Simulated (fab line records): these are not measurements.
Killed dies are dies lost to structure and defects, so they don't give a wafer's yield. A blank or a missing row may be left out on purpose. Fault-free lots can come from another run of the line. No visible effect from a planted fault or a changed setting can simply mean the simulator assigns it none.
fab line records	flow n5Finfet
record: lots: 5	wafers: 15	lastDay: 18
route steps=1938 shown BEOL_M9@1435
lots untouched by any fault: they come from a run of this same line in which no faults occurred
startH: hours from the record's first day to the start of the lot's first wafer shown	waitH: how many hours have passed since the lot's step before this one	" identical to the entry in the row above	L1.1+2: a single row standing in for several wafers	- no value, or no start was given	* or withheld: withheld	< > ~ a bound
route shown NAME@n: a module of which the file shows steps, and the number in the route of the first	usual: mean/standard deviation taken from wafers without a fault	same: alike in all rows	chamber/n: place in a boat	sites: each site's reading	_std_site: the values' standard deviation	_edge_site: mean of outer sites minus mean of inner sites	radiusMm: for every site, how far away it sits from the centre of the wafer	mask NAME#n: copy n	behind: the most recent tool/chamber to have shaped the wafer	hold: why the lot was held/for how many hours/how that ended	device: whichever transistor did not switch (one of n, p or np)	end of line: the tests these same wafers got at the end of their route	step lacking rows: just its recipe	killed: dies lost to structure and defects at the first sort, not the wafer's yield	map: shows each die of a wafer: x if killed, . if not, _ if none is there
set.NAME: the setting that was run; set.NAME@STEP: the one run at that earlier step	model.NAME: the simulator's own value behind a step, which no gauge read
a table for each step, a row for each wafer; lots at some steps of the route
services: from which hour (startH, from the record's first day; less than 0 if before it) a tool's chamber was out of use, for how many hours, and why
== steps ==
step: N5_BEOL_M9_OVL_MEAS_29
recipe: pointsPerWafer: 522
usual: V8_OVL: -0.1/0.72
lot.wafer	tool	chamber	startH	waitH	V8_OVL[nm]
L410.2	overlay-01	0	220.73	0.0	0.1
L410.4	"	0	"	"	-0.9
L410.6	"	0	"	"	-0.1
L411.3	overlay-01	0	225.70	0.0	-0.6
L411.4	"	0	"	"	-1.7
L411.5	"	0	"	"	-0.7
L417.1	overlay-01	0	337.31	0.0	0.9
L417.3	"	0	"	"	0.4
L417.5	"	0	"	"	-0.2
L424.1	overlay-02	0	351.81	0.0	0.0
L424.3	"	0	"	"	0.1
L424.5	"	0	"	"	0.0
L425.1	overlay-02	0	368.71	0.0	0.5
L425.4	"	0	"	"	0.8
L425.5	"	0	"	"	1.1
step: N5_BEOL_M9_INSPECT_30
recipe: mode: adi	inspectInstrument: brightfield
usual: rawDefectCount: 393/84
lot.wafer	tool	chamber	startH	waitH	rawDefectCount
L410.2	defectInspect-02	-	220.78	0.0	482
L410.4	"	-	"	"	327
L410.6	"	-	"	"	417
L411.3	defectInspect-01	-	225.74	0.0	460
L411.4	"	-	"	"	449
L411.5	"	-	"	"	419
L417.1	defectInspect-02	-	337.37	0.1	523
L417.3	"	-	"	"	302
L417.5	"	-	"	"	363
L424.1	defectInspect-02	-	351.88	0.1	436
L424.3	"	-	"	"	393
L424.5	"	-	"	"	472
L425.1	defectInspect-02	-	368.77	0.1	403
L425.4	"	-	"	"	297
L425.5	"	-	"	"	412
step: N5_BEOL_M9_DESCUM_33
recipe: chemistry: O2	timeS: 7	sourcePowerW: 50	biasPowerW: 20	pressureMtorr: 20	rfFrequencyHz: 2.712e+07	tempC: 40	resist: CAR-EUV	o2FlowSccm: 225
usual: drypumpMotorCurrentA: 5.6/0.69	o2FlowSccm: 225.0/0.69	oesProductAu: 0.77/0.093	rfVppV: 243.3/1.4	showerheadPlenumPTorr: 2.10/0.075	tempC: 40.00/0.12	throttleValvePct: 20.49/0.25
same: timeS: 7
lot.wafer	tool	chamber	startH	waitH	drypumpMotorCurrentA	o2FlowSccm	oesProductAu	rfHoursCounterH	rfVppV	showerheadPlenumPTorr	tempC	throttleValvePct
L410.2	rieDiel-05	1	220.82	0.0	6.7	224.7	0.72	175	241.1	1.98	40.04	20.50
L410.4	"	3	"	"	4.9	224.4	0.91	33	245.9	2.22	39.92	20.45
L410.6	"	1	"	"	6.7	225.0	0.72	-	241.4	1.98	40.06	20.50
L411.3	rieDiel-01	3	225.78	0.0	4.7	224.2	0.69	241	242.0	2.08	40.12	20.88
L411.4	"	2	"	"	5.5	225.5	0.74	165	241.6	2.09	39.96	20.74
L411.5	"	0	"	"	5.0	224.9	0.77	-	244.5	2.18	40.03	20.74
L417.1	rieDiel-05	2	337.40	0.0	5.3	225.7	0.68	243	243.7	2.14	40.03	20.47
L417.3	"	3	"	"	4.9	225.0	0.85	58	244.9	2.22	40.09	20.49
L417.5	"	1	"	"	6.7	224.6	0.69	-	242.4	1.97	39.86	20.52
L424.1	rieDiel-06	0	351.91	0.0	6.4	226.1	0.78	117	246.2	2.18	40.05	20.17
L424.3	"	1	"	"	5.4	223.6	0.69	231	242.3	2.06	40.00	20.56
L424.5	"	2	"	"	6.5	224.7	0.84	-	242.1	2.03	39.90	20.07
L425.1	rieDiel-06	3	368.84	0.1	5.4	225.4	0.72	220	244.1	2.05	40.01	20.46
L425.4	"	2	"	"	6.5	225.6	0.83	54	241.9	2.03	39.76	20.07
L425.5	"	2	"	"	6.5	225.1	0.83	-	241.6	2.03	39.64	20.07
step: N5_BEOL_M9_ETCH_76
recipe: chemistry: N2/H2	target: underlayer	targetDepthA: 65	maskMaterial: CAR-EUV	timeS: 5.2	ionEnergyEv: 200	pressureMtorr: 30	sourceW: 840	biasW: 150	n2FlowSccm: 200	h2FlowSccm: 200	ends: cleared
usual: drypumpMotorCurrentA: 5.6/0.69	etchRfOnTimeS: 5.19/0.12	oesProductAu: 0.66/0.082	rfVppV: 524.4/2.7	showerheadPlenumPTorr: 2.55/0.094	throttleValvePct: 17.92/0.22
lot.wafer	tool	chamber	startH	waitH	drypumpMotorCurrentA	etchRfOnTimeS	oesProductAu	rfHoursCounterH	rfVppV	showerheadPlenumPTorr	throttleValvePct
L410.2	rieDiel-05	1	220.85	0.0	6.7	5.32	0.61	175	519.3	2.42	18.04
L410.4	"	3	"	"	5.0	5.15	0.77	33	527.0	2.72	17.86
L410.6	"	1	"	"	6.7	5.30	0.61	-	524.1	2.42	18.01
L411.3	rieDiel-01	3	225.81	0.0	4.7	5.19	0.59	241	524.3	2.50	18.20
L411.4	"	2	"	"	5.6	5.31	0.63	165	523.5	2.52	18.00
L411.5	"	0	"	"	5.0	5.21	0.64	-	526.8	2.64	18.16
L417.1	rieDiel-05	2	337.44	0.0	5.3	5.28	0.58	243	526.2	2.61	17.96
L417.3	"	3	"	"	4.9	5.18	0.73	58	530.9	2.71	17.89
L417.5	"	1	"	"	6.7	5.32	0.60	-	521.7	2.41	18.05
L424.1	rieDiel-06	0	351.94	0.0	6.3	5.24	0.65	117	527.2	2.67	17.63
L424.3	"	1	"	"	5.4	5.40	0.57	231	524.2	2.50	17.95
L424.5	"	2	"	"	6.5	5.13	0.71	-	521.2	2.49	17.61
L425.1	rieDiel-06	3	368.87	0.0	5.4	5.02	0.60	220	523.4	2.51	18.09
L425.4	"	2	"	"	6.5	5.12	0.71	54	523.2	2.48	17.60
L425.5	"	2	"	"	6.5	5.10	0.71	-	522.6	2.48	17.60
step: N5_BEOL_M9_ETCH_65
recipe: chemistry: CF4	target: SiARC	targetDepthA: 156	maskMaterial: CAR-EUV	timeS: 26	ionEnergyEv: 80	pressureMtorr: 40	sourceW: 545	biasW: 36	Ar_flow_sccm: 100	cf4FlowSccm: 100	ends: cleared
usual: drypumpMotorCurrentA: 5.6/0.69	etchRfOnTimeS: 26.1/0.59	oesProductAu: 0.66/0.082	rfVppV: 184.1/1.2	showerheadPlenumPTorr: 2.16/0.07	throttleValvePct: 15.71/0.25
lot.wafer	tool	chamber	startH	waitH	drypumpMotorCurrentA	etchRfOnTimeS	oesProductAu	rfHoursCounterH	rfVppV	showerheadPlenumPTorr	throttleValvePct
L410.2	rieDiel-05	1	220.87	0.0	6.7	26.5	0.62	175	182.2	2.06	15.79
L410.4	"	3	"	"	4.9	25.9	0.76	33	185.8	2.26	15.56
L410.6	"	1	"	"	6.7	26.6	0.61	-	182.0	2.06	15.77
L411.3	rieDiel-01	3	225.83	0.0	4.7	26.3	0.59	241	184.5	2.11	15.96
L411.4	"	2	"	"	5.6	26.9	0.63	165	182.5	2.14	15.89
L411.5	"	0	"	"	5.0	26.7	0.64	-	183.4	2.23	15.95
L417.1	rieDiel-05	2	337.45	0.0	5.3	26.2	0.58	243	186.1	2.20	15.79
L417.3	"	3	"	"	4.9	25.8	0.74	58	185.1	2.25	15.58
L417.5	"	1	"	"	6.7	26.3	0.60	-	183.7	2.05	15.86
L424.1	rieDiel-06	0	351.96	0.0	6.4	26.2	0.66	117	185.1	2.22	15.41
L424.3	"	1	"	"	5.4	27.3	0.58	231	183.8	2.11	15.82
L424.5	"	2	"	"	6.5	25.7	0.72	-	184.8	2.10	15.33
L425.1	rieDiel-06	3	368.89	0.0	5.4	25.6	0.61	220	181.9	2.12	15.81
L425.4	"	2	"	"	6.5	25.8	0.71	54	184.2	2.10	15.33
L425.5	"	2	"	"	6.5	25.9	0.70	-	182.6	2.10	15.32
step: N5_BEOL_M9_ETCH_66
recipe: chemistry: N2/H2	target: SOC	targetDepthA: 800	overetchA: 160	maskMaterial: SiARC	tempC: 40	timeS: 120	ionEnergyEv: 200	pressureMtorr: 30	sourceW: 840	biasW: 150	n2FlowSccm: 200	h2FlowSccm: 200
step: N5_BEOL_M9_STRIP_69
recipe: chemistry: N2/H2	tempC: 40	n2FlowSccm: 200	h2FlowSccm: 200	rfFrequencyHz: 6e+07
step: N5_BEOL_M9_STRIP_77
recipe: chemistry: N2/H2	tempC: 40	n2FlowSccm: 200	h2FlowSccm: 200	rfFrequencyHz: 6e+07
step: N5_BEOL_M9_VIA_ETCH_34
recipe: chemistry: C4F6/O2	target: SiCOH_lowk	targetDepthA: 1824	maskMaterial: SOC	taperDeg: 4	timeS: 68.4	ionEnergyEv: 250	pressureMtorr: 30	sourceW: 345	biasW: 185	Ar_flow_sccm: 300	C4F6_flow_sccm: 10	O2_flow_sccm: 10
usual: drypumpMotorCurrentA: 5.6/0.69	oesProductAu: 0.77/0.094	rfVppV: 669/13	showerheadPlenumPTorr: 2.87/0.088	throttleValvePct: 21.01/0.24
same: timeS: 68.4
lot.wafer	tool	chamber	startH	waitH	drypumpMotorCurrentA	oesProductAu	rfHoursCounterH	rfVppV	showerheadPlenumPTorr	throttleValvePct
L410.2	rieDiel-05	1	221.00	0.0	6.7	0.71	175	648	2.75	21.22
L410.4	"	3	"	"	4.9	0.90	33	660	3.00	20.87
L410.6	"	1	"	"	6.7	0.72	-	647	2.75	21.23
L411.3	rieDiel-01	3	225.96	0.0	4.7	0.70	241	670	2.80	21.20
L411.4	"	2	"	"	5.6	0.75	165	687	2.85	21.20
L411.5	"	0	"	"	5.1	0.76	-	694	2.94	21.13
L417.1	rieDiel-05	2	337.58	0.0	5.3	0.68	243	664	2.93	21.04
L417.3	"	3	"	"	4.9	0.85	58	658	2.99	20.89
L417.5	"	1	"	"	6.7	0.70	-	648	2.74	21.26
L424.1	rieDiel-06	0	352.09	0.0	6.4	0.77	117	656	2.96	20.60
L424.3	"	1	"	"	5.4	0.68	231	667	2.80	21.00
L424.5	"	2	"	"	6.5	0.83	-	658	2.79	20.69
L425.1	rieDiel-06	3	369.02	0.0	5.5	0.71	220	656	2.83	21.16
L425.4	"	2	"	"	6.5	0.82	55	662	2.79	20.68
L425.5	"	2	"	"	6.5	0.82	-	658	2.79	20.70
step: N5_BEOL_M9_STRIP_73
recipe: chemistry: C4F6/O2	resist: SiARC	rfFrequencyHz: 6e+07
step: N5_BEOL_M9_STRIP_36
recipe: chemistry: N2/H2	powerW: 450	tempC: 40	pressureMtorr: 20	rfFrequencyHz: 6e+07	overashFraction: 0.3	biasPowerW: 7	h2Frac: 0.5	n2FlowSccm: 200	h2FlowSccm: 200
step: N5_BEOL_M9_TRENCH_ETCH_37
recipe: chemistry: C4F6/O2	targetDepthA: 1514.3	target: SiCOH_lowk	timeS: 49	ionEnergyEv: 250	pressureMtorr: 30	sourceW: 345	biasW: 185	Ar_flow_sccm: 300	C4F6_flow_sccm: 10	O2_flow_sccm: 10
usual: drypumpMotorCurrentA: 5.6/0.69	oesProductAu: 0.78/0.094	rfVppV: 669/13	showerheadPlenumPTorr: 2.87/0.088	throttleValvePct: 21.04/0.24
same: timeS: 49
lot.wafer	tool	chamber	startH	waitH	drypumpMotorCurrentA	oesProductAu	rfHoursCounterH	rfVppV	showerheadPlenumPTorr	throttleValvePct
L410.2	rieDiel-05	1	-	-	6.7	0.72	175	649	2.75	21.24
L410.4	"	3	"	"	4.9	0.90	33	661	3.00	20.88
L410.6	"	1	"	"	6.7	0.73	-	648	2.75	21.25
L411.3	rieDiel-01	3	-	-	4.7	0.69	241	670	2.80	21.23
L411.4	"	2	"	"	5.6	0.75	165	688	2.85	21.22
L411.5	"	0	"	"	5.0	0.76	-	693	2.94	21.15
L417.1	rieDiel-05	2	-	-	5.3	0.69	243	664	2.93	21.10
L417.3	"	3	"	"	5.0	0.86	58	658	2.99	20.92
L417.5	"	1	"	"	6.7	0.70	-	648	2.74	21.28
L424.1	rieDiel-06	0	-	-	6.4	0.77	117	656	2.96	20.65
L424.3	"	1	"	"	5.4	0.68	231	668	2.80	21.03
L424.5	"	2	"	"	6.5	0.83	-	657	2.79	20.71
L425.1	rieDiel-06	3	-	-	5.5	0.71	220	657	2.83	21.18
L425.4	"	2	"	"	6.5	0.82	55	659	2.79	20.70
L425.5	"	2	"	"	6.5	0.83	-	660	2.79	20.70
step: N5_BEOL_M9_ETCH_41
recipe: chemistry: CH3F/O2	target: SiCN	targetDepthA: 366	taperDeg: 2	timeS: 70.1	ionEnergyEv: 120	maskMaterial: TiN	pressureMtorr: 30	sourceW: 395	biasW: 75	Ar_flow_sccm: 150	CH3F_flow_sccm: 30	O2_flow_sccm: 20
usual: drypumpMotorCurrentA: 5.6/0.69	oesProductAu: 0.77/0.095	rfVppV: 297.6/1.6	showerheadPlenumPTorr: 2.01/0.065	throttleValvePct: 16.42/0.24
same: timeS: 70.1
lot.wafer	tool	chamber	startH	waitH	drypumpMotorCurrentA	oesProductAu	rfHoursCounterH	rfVppV	showerheadPlenumPTorr	throttleValvePct	model.etch.depthNm
L410.2	rieDiel-05	1	221.14	-	6.7	0.71	175	295.7	1.93	16.57	25.92
L410.4	"	3	"	"	4.9	0.88	33	300.0	2.11	16.25	26.33
L410.6	"	1	"	"	6.7	0.72	-	295.5	1.93	16.57	25.84
L411.3	rieDiel-01	3	226.10	-	4.7	0.69	241	295.2	1.97	16.67	26.45
L411.4	"	2	"	"	5.6	0.75	165	297.7	2.00	16.61	26.16
L411.5	"	0	"	"	5.0	0.76	-	298.1	2.07	16.57	26.7
L417.1	rieDiel-05	2	337.72	-	5.3	0.68	243	298.0	2.06	16.50	25.93
L417.3	"	3	"	"	4.9	0.78	58	299.3	2.11	16.29	22.83
L417.5	"	1	"	"	6.7	0.69	-	294.6	1.92	16.62	25.74
L424.1	rieDiel-06	0	352.23	-	6.4	0.78	117	297.9	2.08	16.11	26.6
L424.3	"	1	"	"	5.4	0.68	232	295.6	1.97	16.51	26
L424.5	"	2	"	"	6.5	0.84	-	298.8	1.96	16.04	27.14
L425.1	rieDiel-06	3	369.16	-	5.4	0.70	220	297.3	1.99	16.55	26.68
L425.4	"	2	"	"	6.5	0.83	55	296.3	1.96	16.04	26.9
L425.5	"	2	"	"	6.5	0.84	-	296.8	1.96	16.04	26.82
step: N5_BEOL_M9_STRIP_80
recipe: chemistry: N2/H2	timeS: 10	powerW: 450	tempC: 40	pressureMtorr: 20	rfFrequencyHz: 6e+07	biasPowerW: 7	n2FlowSccm: 200	h2FlowSccm: 200
== services ==
tool	chamber	startH	hours	kind
rieDiel-01	1	249.23	-	clean
rieDiel-01	1	249.23	-	consumableReplace:focusRing
rieDiel-01	1	249.23	20.2	scheduledDown
rieDiel-01	1	249.23	20.2	ventCycle
rieDiel-05	-	253.99	4.3	pm
rieDiel-01	3	269.48	-	clean
rieDiel-01	3	269.48	-	consumableReplace:focusRing
rieDiel-01	3	269.48	15.8	scheduledDown
rieDiel-01	3	269.48	15.8	ventCycle
rieDiel-05	-	284.08	2.4	repair
rieDiel-01	1	294.48	7.1	repair
rieDiel-05	-	295.14	2.8	pm
rieDiel-05	-	320.91	14.6	pm
rieDiel-05	0	348.78	2.5	repair
rieDiel-06	3	349.43	8.6	repair
rieDiel-05	0	357.79	-	clean
rieDiel-05	0	357.79	-	consumableReplace:focusRing
rieDiel-05	0	357.79	-	consumableReplace:showerhead
rieDiel-05	0	357.79	13.4	scheduledDown
rieDiel-05	0	357.79	13.4	ventCycle
rieDiel-01	0	362.90	12.3	repair
rieDiel-05	1	368.33	8.1	repair
== key ==
firstSign none at tools or gauges
modelEffect: step: N5_BEOL_M9_ETCH_41	value: etch.depthNm	without: 26.73	struck: 22.83
metAt N5_BEOL_M9_ETCH_41
struckWafers L417.3
sortLeftOut L417.3
onsetBetween 221.14 337.72
fault: kind: processParameterDrift	tool: rieDiel-05	chamber: 3	onsetH: 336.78	steps: N5_BEOL_M9_ETCH_41	channel: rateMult	offset: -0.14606	shape: step	endH: 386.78
sortLeftOut: the simulated sort isn't trusted on such a fault, so these wafers' sort isn't shown, and their yield isn't known
